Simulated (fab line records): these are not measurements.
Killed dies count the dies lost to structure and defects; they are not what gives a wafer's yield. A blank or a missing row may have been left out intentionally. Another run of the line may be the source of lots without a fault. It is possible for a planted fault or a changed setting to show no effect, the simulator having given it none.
Split-lot experiment    flow n5Finfet    route with 1938 steps; 7 lots, 21 wafers read

ABOUT THE SPLIT
At N5_BEOL_M0_SAQP_COAT_87 (time 60 s, resist thk 5 nm), the setting spinRpm was moved away from the recipe's 1500 rpm on 5 of the 21 wafers read, by -3.4% to +7.6%. For the rest of the wafers, this setting stayed at what the recipe calls for.

FROM THE SPLIT TO THE READING: what the file shows between them, 3 steps
- N5_BEOL_M0_SAQP_COAT_34: resist thk 30 nm
- N5_BEOL_M0_SAQP_EBR_36
- N5_BEOL_M0_SAQP_DESCUM_45: chemistry O2, time 7 s

THE READING
etch.depthNm (the simulator's own value, which no gauge read), in nm, at N5_BEOL_M0_SAQP_ETCH_88 (etches underlayer in N2/H2, target depth 6.5 nm, time 5.2 s). No usual value for it is given in the file. Across the 16 wafers here that went through the recipe, the average is 5.003 nm and the standard deviation 0.018 nm.

wafer   tool, chamber at the split  spinRpm as run, rpm  against the recipe  etch.depthNm, nm  against lot-mates on the recipe
L075.1  lithoTrack-03, 0            1500                 recipe              4.98              -
L075.3  lithoTrack-03, 0            1500                 recipe              4.993             -
L075.4  lithoTrack-03, 0            1449                 -3.4%               5.069             +0.082
L083.1  lithoTrack-02, 0            1500                 recipe              5.008             -
L083.3  lithoTrack-02, 0            1500                 recipe              5.018             -
L083.4  lithoTrack-02, 0            1500                 recipe              5.017             -
L085.1  lithoTrack-02, 0            1614                 +7.6%               4.841             -0.191
L085.3  lithoTrack-02, 0            1500                 recipe              5.032             -
L085.4  lithoTrack-02, 0            1614                 +7.6%               4.84              -0.192
L088.1  lithoTrack-02, 0            1500                 recipe              5.023             -
L088.3  lithoTrack-02, 0            1500                 recipe              5.015             -
L088.6  lithoTrack-02, 0            1500                 recipe              5.032             -
L091.1  lithoTrack-05, 0            1500                 recipe              5.001             -
L091.4  lithoTrack-05, 0            1610                 +7.3%               4.825             -0.176
L091.5  lithoTrack-05, 0            1500                 recipe              5                 -
L095.3  lithoTrack-05, 0            1500                 recipe              4.992             -
L095.4  lithoTrack-05, 0            1591                 +6.1%               4.851             -0.137
L095.6  lithoTrack-05, 0            1500                 recipe              4.984             -
L096.1  lithoTrack-05, 0            1500                 recipe              4.992             -
L096.5  lithoTrack-05, 0            1500                 recipe              4.973             -
L096.6  lithoTrack-05, 0            1500                 recipe              4.985             -

FIT RESULTS
A straight line over all 21 wafers: etch.depthNm changes by -0.0225 nm for each +1% of spinRpm; r = -0.97; the points scatter about the line by 0.017 nm.
The same after taking each lot's own level away (the mean of its wafers on the recipe; 21 wafers): -0.0244 nm for each +1%; r = -1.00; scatter 0.0061 nm.
That fit puts the effect of the largest move of spinRpm on the reading at 0.19 nm.
From 4.9833 to 5.0320 nm: that is the span of the lots' own levels, equal to 2.7 times the standard deviation above.
Consequently the slope shifts little with the lot-to-lot level, the two slopes agreeing.
Check: with one of the wafers moved furthest among these (+7.6%) left out of the fit, the line predicts -0.183 nm for it against its lot-mates. Against them it came out at -0.191 nm.

THE FILE'S OWN FIT
etch.depthNm changes by -0.0241 nm for each +1% of spinRpm, r = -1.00.
